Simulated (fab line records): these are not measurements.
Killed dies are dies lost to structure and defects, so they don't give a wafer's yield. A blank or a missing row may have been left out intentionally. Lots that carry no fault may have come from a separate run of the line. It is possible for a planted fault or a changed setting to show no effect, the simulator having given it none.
Which of the tools did it?    flow nand harc    72 wafers from 24 lots sampled at 6 of the route's 1302 steps

== WHAT EACH GAUGE READ, for each wafer ==
The record lacks any reading of a measuring or inspecting step that a usual standard deviation could be used to judge.

== WHICH TOOL RAN EACH LOT (tool, then ch and the chambers of the sampled wafers, then the start) ==
lot   NHARC_A_WL_FILL_ETCHBACK_26       NHARC_A_CONTACT_DEP_28         NHARC_A_CONTACT_ETCH_111              NHARC_A_CONTACT_ETCH_119              NHARC_A_CONTACT_ETCH_123              NHARC_A_CONTACT_ETCH_102
L074  rie si-06 ch 1,2,3, day 20 19:16  acl dep-02 ch 0, day 20 22:42  har cap etch-03 ch 0,1, day 21 05:41  har cap etch-03 ch 0,1, day 21 07:05  har cap etch-03 ch 0,1, day 21 07:47  rie diel-13 ch 0,2,3, day 21 09:16
L075  rie si-03 ch 0,1,2, day 21 17:43  acl dep-02 ch 0, day 21 23:36  har cap etch-02 ch 0,1, day 22 05:32  har cap etch-02 ch 0,1, day 22 06:55  har cap etch-02 ch 0,1, day 22 07:43  rie diel-05 ch 0,1,3, day 22 09:05
L076  rie si-06 ch 1,2,3, day 22 01:55  acl dep-01 ch 0, day 22 05:08  har cap etch-02 ch 0,1, day 22 11:24  har cap etch-02 ch 0,1, day 22 12:49  har cap etch-02 ch 0,1, day 22 13:29  rie diel-05 ch 0,1, day 22 14:58
L077  rie si-03 ch 0,2,3, day 22 01:57  acl dep-03 ch 0, day 22 04:25  har cap etch-01 ch 0,1, day 22 10:44  har cap etch-01 ch 0,1, day 22 12:07  har cap etch-01 ch 0,1, day 22 12:52  rie diel-05 ch 0,1,2, day 22 14:16
L078  rie si-06 ch 0,1,2, day 22 14:19  acl dep-02 ch 0, day 22 16:47  har cap etch-03 ch 0,1, day 22 23:02  har cap etch-03 ch 0,1, day 23 00:26  har cap etch-03 ch 0,1, day 23 01:06  rie diel-03 ch 0,2, day 23 02:37
L079  rie si-06 ch 0,1,3, day 23 19:26  acl dep-03 ch 0, day 23 21:26  har cap etch-03 ch 0,1, day 24 04:21  har cap etch-03 ch 0,1, day 24 05:46  har cap etch-03 ch 0,1, day 24 06:26  rie diel-05 ch 0,2,3, day 24 07:56
L080  rie si-03 ch 1,2, day 23 19:26    acl dep-01 ch 0, day 24 01:48  har cap etch-01 ch 0,1, day 24 06:46  har cap etch-01 ch 0,1, day 24 08:08  har cap etch-01 ch 0,1, day 24 08:59  rie diel-13 ch 0,2,3, day 24 10:14
L081  rie si-02 ch 1,2,3, day 24 04:26  acl dep-02 ch 0, day 24 06:53  har cap etch-02 ch 0,1, day 24 13:55  har cap etch-02 ch 0,1, day 24 15:47  har cap etch-02 ch 0,1, day 24 16:42  rie diel-05 ch 0,1,3, day 24 18:22
L082  rie si-06 ch 0,1,3, day 25 02:23  acl dep-01 ch 0, day 25 04:11  har cap etch-03 ch 1, day 25 11:31    har cap etch-03 ch 1, day 25 14:00    har cap etch-03 ch 1, day 25 15:13    rie diel-05 ch 1,2,3, day 25 17:08
L083  rie si-03 ch 0,1,2, day 25 08:31  acl dep-03 ch 0, day 25 10:52  har cap etch-01 ch 0,1, day 25 17:48  har cap etch-01 ch 0,1, day 25 19:12  har cap etch-01 ch 0,1, day 25 19:53  rie diel-03 ch 0,1,3, day 25 21:23
L084  rie si-06 ch 0,1,2, day 25 08:31  acl dep-01 ch 0, day 25 13:35  har cap etch-02 ch 0,1, day 25 20:28  har cap etch-02 ch 0,1, day 25 22:20  har cap etch-02 ch 0,1, day 25 23:19  rie diel-05 ch 0,2,3, day 26 00:54
L086  rie si-02 ch 0,1,3, day 26 04:20  acl dep-03 ch 0, day 26 06:26  har cap etch-01 ch 0,1, day 26 13:16  har cap etch-01 ch 0,1, day 26 14:40  har cap etch-01 ch 0,1, day 26 15:21  rie diel-13 ch 0,3, day 26 16:50
L085  rie si-02 ch 2,3, day 26 13:14    acl dep-01 ch 0, day 26 15:53  har cap etch-02 ch 0,1, day 26 22:50  har cap etch-02 ch 0,1, day 27 00:13  har cap etch-02 ch 0,1, day 27 00:54  rie diel-03 ch 0,3, day 27 02:23
L088  rie si-02 ch 0,1,2, day 26 19:46  acl dep-01 ch 0, day 26 23:26  har cap etch-02 ch 0,1, day 27 06:28  har cap etch-02 ch 0,1, day 27 07:52  har cap etch-02 ch 0,1, day 27 08:32  rie diel-05 ch 1,2,3, day 27 10:19
L087  rie si-06 ch 1,2,3, day 26 19:47  acl dep-03 ch 0, day 27 00:13  har cap etch-03 ch 0,1, day 27 05:56  har cap etch-03 ch 0,1, day 27 07:20  har cap etch-03 ch 0,1, day 27 08:08  rie diel-03 ch 1,2,3, day 27 10:20
L089  rie si-03 ch 0,2,3, day 27 07:24  acl dep-02 ch 0, day 27 09:13  har cap etch-01 ch 0,1, day 27 16:55  har cap etch-01 ch 0,1, day 27 18:19  har cap etch-01 ch 0,1, day 27 18:59  rie diel-03 ch 0,1,3, day 27 20:39
L090  rie si-06 ch 0,1,3, day 27 07:26  acl dep-03 ch 0, day 27 10:44  har cap etch-02 ch 0,1, day 27 16:31  har cap etch-02 ch 0,1, day 27 18:23  har cap etch-02 ch 0,1, day 27 19:26  rie diel-05 ch 0,1,3, day 27 20:53
L091  rie si-06 ch 0,2,3, day 28 05:07  acl dep-01 ch 0, day 28 07:29  har cap etch-01 ch 0,1, day 28 14:35  har cap etch-01 ch 0,1, day 28 15:59  har cap etch-01 ch 0,1, day 28 16:44  rie diel-03 ch 0,1,3, day 28 18:08
L093  rie si-02 ch 1,2,3, day 28 05:09  acl dep-03 ch 0, day 28 07:36  har cap etch-02 ch 0,1, day 28 13:44  har cap etch-02 ch 0,1, day 28 15:36  har cap etch-02 ch 0,1, day 28 16:35  rie diel-13 ch 0,1, day 28 18:08
L092  rie si-02 ch 0,1, day 28 15:47    acl dep-01 ch 0, day 28 21:22  har cap etch-03 ch 0,1, day 29 03:40  har cap etch-03 ch 0,1, day 29 05:04  har cap etch-03 ch 0,1, day 29 05:44  rie diel-03 ch 0,1,2, day 29 07:15
L094  rie si-06 ch 0,2,3, day 29 09:52  acl dep-01 ch 0, day 29 14:08  har cap etch-03 ch 0,1, day 29 19:40  har cap etch-03 ch 0,1, day 29 21:03  har cap etch-03 ch 0,1, day 29 21:51  rie diel-05 ch 0,1,3, day 29 23:10
L095  rie si-03 ch 1,3, day 30 03:01    acl dep-01 ch 0, day 30 05:29  har cap etch-03 ch 0,1, day 30 11:40  har cap etch-03 ch 0,1, day 30 13:04  har cap etch-03 ch 0,1, day 30 13:44  rie diel-03 ch 1,2, day 30 15:26
L096  rie si-02 ch 0,2,3, day 30 03:01  acl dep-03 ch 0, day 30 07:11  har cap etch-02 ch 0,1, day 30 13:12  har cap etch-02 ch 0,1, day 30 14:50  har cap etch-02 ch 0,1, day 30 15:38  rie diel-03 ch 0,3, day 30 16:57
L097  rie si-06 ch 0,2,3, day 30 07:47  acl dep-01 ch 0, day 30 13:35  har cap etch-03 ch 0,1, day 30 19:57  har cap etch-03 ch 0,1, day 30 21:20  har cap etch-03 ch 0,1, day 30 22:05  rie diel-13 ch 0,1,3, day 30 23:30
- NHARC_A_WL_FILL_ETCHBACK_26: etches the open film in HBr, target depth 52 nm, time 13.3 s.
- NHARC_A_CONTACT_DEP_28: deposits aC, target thk 7000 nm.
- NHARC_A_CONTACT_ETCH_111: etches the open film in C4F8/O2/Ar, time 140 s, target depth 700 nm.
- NHARC_A_CONTACT_ETCH_119: etches the open film in C4F8/O2/Ar, time 190 s, target depth 1850 nm.
- NHARC_A_CONTACT_ETCH_123: etches the open film in C4F8/O2/Ar, time 490 s, target depth 2110 nm.
- NHARC_A_CONTACT_ETCH_102: etches the open film in CF4/O2, target depth 100 nm, overetch 10 nm, time 55 s.

== WHAT THE TOOLS THEMSELVES READ (means of the sampled wafers that have a number; where no wafer has one, the mark that the record gives instead) ==
NHARC_A_WL_FILL_ETCHBACK_26. Usual: drypump motor current A 6.0 A, standard deviation 0.48; oes product au 1.001 a.u., standard deviation 0.0071; rf fwd power W 342.4 W, standard deviation 1.8; throttle valve pct 23.264 %, standard deviation 0.0095.
lot   tool       drypump motor current A (A)  oes product au (a.u.)  rf fwd power W (W)  throttle valve pct (%)  flag
L074  rie si-06  5.8                          1.008                  341.5               23.266                  
L075  rie si-03  6.6                          0.998                  341.7               23.269                  
L076  rie si-06  5.7                          1.003                  341.3               23.267                  
L077  rie si-03  6.4                          0.998                  342.6               23.256                  
L078  rie si-06  5.7                          0.999                  340.5               23.260                  
L079  rie si-06  6.1                          1.001                  342.6               23.268                  
L080  rie si-03  6.6                          1.006                  341.1               23.266                  
L081  rie si-02  5.8                          0.997                  343.9               23.262                  
L082  rie si-06  6.1                          1.005                  342.4               23.265                  
L083  rie si-03  6.6                          0.998                  342.0               23.262                  
L084  rie si-06  5.7                          0.995                  340.6               23.271                  
L086  rie si-02  5.6                          0.996                  343.6               23.269                  
L085  rie si-02  6.0                          0.999                  342.6               23.271                  
L088  rie si-02  5.8                          1.002                  345.0               23.277                  
L087  rie si-06  5.8                          1.004                  341.2               23.273                  
L089  rie si-03  6.3                          1.004                  342.5               23.260                  
L090  rie si-06  6.1                          1.003                  341.6               23.265                  
L091  rie si-06  5.7                          1.001                  342.8               23.263                  
L093  rie si-02  5.8                          1.003                  343.3               23.256                  
L092  rie si-02  5.5                          1.001                  344.7               23.265                  
L094  rie si-06  5.8                          0.994                  341.4               23.262                  
L095  rie si-03  6.2                          1.010                  340.9               23.268                  
L096  rie si-02  5.9                          0.997                  343.2               23.256                  
L097  rie si-06  5.7                          0.993                  341.6               23.267                  

NHARC_A_CONTACT_DEP_28. Usual: 35.000 % for throttle valve pct, sd 0.0096.
lot   tool        throttle valve pct (%)  flag
L074  acl dep-02  35.001                  
L075  acl dep-02  34.999                  
L076  acl dep-01  35.004                  
L077  acl dep-03  35.007                  
L078  acl dep-02  35.005                  
L079  acl dep-03  34.996                  
L080  acl dep-01  34.991                  
L081  acl dep-02  35.010                  
L082  acl dep-01  34.981                  
L083  acl dep-03  35.000                  
L084  acl dep-01  35.001                  
L086  acl dep-03  34.997                  
L085  acl dep-01  35.006                  
L088  acl dep-01  34.999                  
L087  acl dep-03  35.005                  
L089  acl dep-02  34.998                  
L090  acl dep-03  35.002                  
L091  acl dep-01  35.001                  
L093  acl dep-03  34.997                  
L092  acl dep-01  34.996                  
L094  acl dep-01  35.011                  
L095  acl dep-01  35.007                  
L096  acl dep-03  35.005                  
L097  acl dep-01  34.990                  

NHARC_A_CONTACT_ETCH_102. Usual: drypump motor current A 5.5 A (standard deviation 0.39); oes_ar_750_au 1.001 a.u. (standard deviation 0.0047); oes product au 1.002 a.u. (standard deviation 0.0073); rf fwd power W 297.3 W (standard deviation 1); rf vpp V 197.4 V (standard deviation 1.4); showerhead plenum p Torr 1.31 Torr (standard deviation 0.051); throttle valve pct 13.397 % (standard deviation 0.0091).
lot   tool         drypump motor current A (A)  oes_ar_750_au (a.u.)  oes product au (a.u.)  rf fwd power W (W)  rf vpp V (V)  showerhead plenum p Torr (Torr)  throttle valve pct (%)  flag
L074  rie diel-13  5.6                          0.999                 1.000                  296.7               197.3         1.29                             13.399                  
L075  rie diel-05  5.4                          1.002                 1.004                  297.2               197.8         1.30                             13.397                  
L076  rie diel-05  5.4                          1.005                 1.001                  297.2               197.0         1.29                             13.398                  
L077  rie diel-05  5.3                          1.003                 1.005                  296.9               197.2         1.29                             13.388                  
L078  rie diel-03  5.9                          0.996                 0.999                  296.7               197.1         1.31                             13.396                  
L079  rie diel-05  5.2                          0.999                 0.999                  298.1               197.7         1.30                             13.395                  
L080  rie diel-13  5.6                          1.000                 0.992                  296.2               196.6         1.28                             13.399                  
L081  rie diel-05  5.3                          1.002                 0.995                  298.1               197.9         1.29                             13.401                  
L082  rie diel-05  5.2                          1.004                 1.005                  297.4               196.8         1.29                             13.391                  
L083  rie diel-03  5.6                          1.002                 1.002                  297.6               197.2         1.30                             13.403                  
L084  rie diel-05  5.2                          1.000                 1.002                  297.5               197.3         1.30                             13.393                  
L086  rie diel-13  5.6                          1.000                 0.992                  296.0               196.4         1.27                             13.394                  
L085  rie diel-03  5.7                          1.003                 1.002                  297.2               196.1         1.26                             13.409                  
L088  rie diel-05  5.2                          1.007                 1.007                  297.7               197.0         1.29                             13.399                  
L087  rie diel-03  5.9                          1.002                 1.003                  296.5               197.5         1.34                             13.409                  
L089  rie diel-03  5.5                          0.999                 1.005                  297.7               197.9         1.37                             13.391                  
L090  rie diel-05  5.3                          1.004                 0.997                  296.8               197.2         1.29                             13.399                  
L091  rie diel-03  5.5                          1.001                 1.006                  297.3               198.8         1.37                             13.391                  
L093  rie diel-13  5.7                          1.001                 1.000                  297.7               198.7         1.36                             13.397                  
L092  rie diel-03  5.6                          1.002                 1.000                  296.5               198.8         1.39                             13.406                  
L094  rie diel-05  5.3                          0.998                 1.009                  298.5               196.1         1.29                             13.396                  
L095  rie diel-03  5.7                          0.999                 1.001                  295.4               197.9         1.37                             13.408                  
L096  rie diel-03  5.7                          1.003                 1.010                  297.5               197.7         1.33                             13.393                  
L097  rie diel-13  5.6                          1.000                 0.994                  297.2               196.9         1.31                             13.397                  

== THE ANSWER, worked out from the rows above alone ==
Rule: take the mean of a lot's wafers that have a number; if it is more than 3 standard deviations from the usual mean, the lot is off. Also off: a lot with no number at a reading for which 4 or more lots have one. The other lots that the step has rows for count as sound. The gauges are gone through in route order, then the tools' own readings, and for those a lot's mean is taken as printed above. At the first step where some lot is off, the reading lying furthest off is the one used; lots without a number count as furthest.
No lot is off at any reading shown: from this, nothing can be told.

== WHAT THE SIMULATOR PUT IN ==
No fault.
